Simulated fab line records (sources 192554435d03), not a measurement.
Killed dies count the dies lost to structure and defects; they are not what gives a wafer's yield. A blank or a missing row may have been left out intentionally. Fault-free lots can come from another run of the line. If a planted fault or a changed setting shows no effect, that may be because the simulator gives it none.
Split-lot trial | flow n5 finfet | route with 1938 steps; 7 lots, 39 wafers read

THE SPLIT
At N5_BEOL_M5_ILD_DEP_00 (deposits SiCOH lowk from DEMS/porogen, target thk 140.64 nm, time 25.9 s), the setting time s was moved away from the recipe's 25.9 s on 6 of the 39 wafers read, by +44.4% to +47.5%. The other wafers ran this setting at the recipe's value.

FROM THE SPLIT ON TO THE READING: in between, the file shows 1 step
- N5_BEOL_M5_CURE_79: cures SiCOH lowk, time 240 s

THE READING
M5_ILD_THK in nanometres, read at N5_BEOL_M5_THK_MEAS_01. Fault-free wafers of this fab line usually give 121.2 nm, standard deviation 1.4 nm.

wafer  | tool, chamber at the split | time s as run, s | against the recipe | M5_ILD_THK, nm | against lot-mates on the recipe
L076.1 | pecvd-02, 1                | 37.41            | +44.4%             | 171.4          | +51.1
L076.2 | pecvd-02, 0                | 25.9             | recipe             | 120.1          | -
L076.3 | pecvd-02, 2                | 25.9             | recipe             | 118.8          | -
L076.4 | pecvd-02, 0                | 25.9             | recipe             | 121.9          | -
L076.5 | pecvd-02, 2                | 37.41            | +44.4%             | 175.1          | +54.8
L076.6 | pecvd-02, 1                | 37.41            | +44.4%             | 173.4          | +53.1
L077.1 | pecvd-04, 1                | 25.9             | recipe             | 118.8          | -
L077.2 | pecvd-04, 0                | 25.9             | recipe             | 119.5          | -
L077.3 | pecvd-04, 2                | 25.9             | recipe             | 119.0          | -
L077.4 | pecvd-04, 0,2              | 25.9             | recipe             | 121.0          | -
L077.5 | pecvd-04, 0,2              | 25.9             | recipe             | 121.1          | -
L077.6 | pecvd-04, 1                | 25.9             | recipe             | 121.4          | -
L078.1 | pecvd-02, 0                | 25.9             | recipe             | 118.8          | -
L078.2 | pecvd-02, 1                | 25.9             | recipe             | 118.7          | -
L078.3 | pecvd-02, 1                | 25.9             | recipe             | 120.1          | -
L078.4 | pecvd-02, 0                | 25.9             | recipe             | 120.6          | -
L078.5 | pecvd-02, 1                | 25.9             | recipe             | 120.3          | -
L078.6 | pecvd-02, 0                | 25.9             | recipe             | 121.4          | -
L086.1 | pecvd-03, 0                | 25.9             | recipe             | 120.9          | -
L086.2 | pecvd-03, 1,2              | 25.9             | recipe             | 120.8          | -
L086.3 | pecvd-03, 1,2              | 25.9             | recipe             | 120.8          | -
L086.4 | pecvd-03, 1                | 25.9             | recipe             | 122.6          | -
L086.5 | pecvd-03, 0                | 25.9             | recipe             | 122.8          | -
L086.6 | pecvd-03, 2                | 25.9             | recipe             | 124.7          | -
L092.1 | pecvd-04, 1                | 25.9             | recipe             | 118.6          | -
L092.2 | pecvd-04, 2                | 25.9             | recipe             | 121.7          | -
L092.3 | pecvd-04, 0                | 25.9             | recipe             | 119.4          | -
L092.4 | pecvd-04, 0                | 25.9             | recipe             | 121.0          | -
L092.5 | pecvd-04, 2                | 25.9             | recipe             | 121.2          | -
L092.6 | pecvd-04, 1                | 25.9             | recipe             | 121.9          | -
L090.1 | pecvd-02, 1                | 38.21            | +47.5%             | 176.8          | +55.4
L090.2 | pecvd-02, 0                | 25.9             | recipe             | 120.1          | -
L090.3 | pecvd-02, 2                | 38.21            | +47.5%             | 177.3          | +55.9
L090.4 | pecvd-02, 1                | 38.21            | +47.5%             | 178.0          | +56.6
L090.5 | pecvd-02, 0                | 25.9             | recipe             | 122.3          | -
L090.6 | pecvd-02, 2                | 25.9             | recipe             | 121.7          | -
L094.1 | pecvd-02, 1                | 25.9             | recipe             | 120.0          | -
L094.2 | pecvd-02, 0                | 25.9             | recipe             | 122.2          | -
L094.6 | pecvd-02, 0                | 25.9             | recipe             | 123.0          | -
When a row names more than one chamber, that row covers several wafers, and the file does not tell which wafer ran in which chamber.

THE FIT
A straight line over all 39 wafers: M5_ILD_THK changes by +1.19 nm for each +1% of time s; r = +1.00; the points scatter about the line by 1.4 nm.
The same after taking each lot's own level away (the mean of its wafers on the recipe; 39 wafers): +1.19 nm for each +1%; r = +1.00; scatter 1.2 nm.
The reading moves by 56 nm for the largest change in time s, on that fit.
The lots' own levels span 119.98 to 122.10 nm, that is 1.5 times the standard deviation above.
The two slopes agree, so the slope changes little with the lot-to-lot level.
Check: with one of the wafers moved furthest among these (+47.5%) left out of the fit, the line predicts +56.5 nm for it against its lot-mates. Against them it came out at +55.4 nm.

ADDITIONAL SPLITS CARRIED BY THESE WAFERS
These wafers also went through other splits before the reading. Each is held against what the fit with the lots' levels taken away leaves over:
other split on the same wafers   | wafers away from the commonest value | r with M5_ILD_THK (lot level and that fit taken away)
N5_BEOL_M1_TRENCH_ETCH_37 time s | 12                                   | -0.14

THE WHOLE CHAIN: every reading that the file lists as answering this split, in the file's order
step                   | what it does                                                             | reading                                                                                  | change (the file's fit)              | r (the file's)
N5_BEOL_M5_ILD_DEP_00  | deposits SiCOH lowk from DEMS/porogen, target thk 140.64 nm, time 25.9 s | SiCOH_lowk_of_BEOL_M5_ILD_DEP_00.thk nm (the simulator's own value, which no gauge read) | +1.36 nm for each +1% of the setting | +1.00
N5_BEOL_M5_CURE_79     | cures SiCOH lowk, time 240 s                                             | SiCOH_lowk_of_BEOL_M5_ILD_DEP_00.thk nm (the simulator's own value, which no gauge read) | +1.19 nm for each +1% of the setting | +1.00
N5_BEOL_M5_THK_MEAS_01 |                                                                          | M5_ILD_THK                                                                               | +1.19 for each +1% of the setting    | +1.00

THE FILE'S OWN FIT
M5_ILD_THK changes by +1.19 nm for each +1% of time s, r = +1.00.
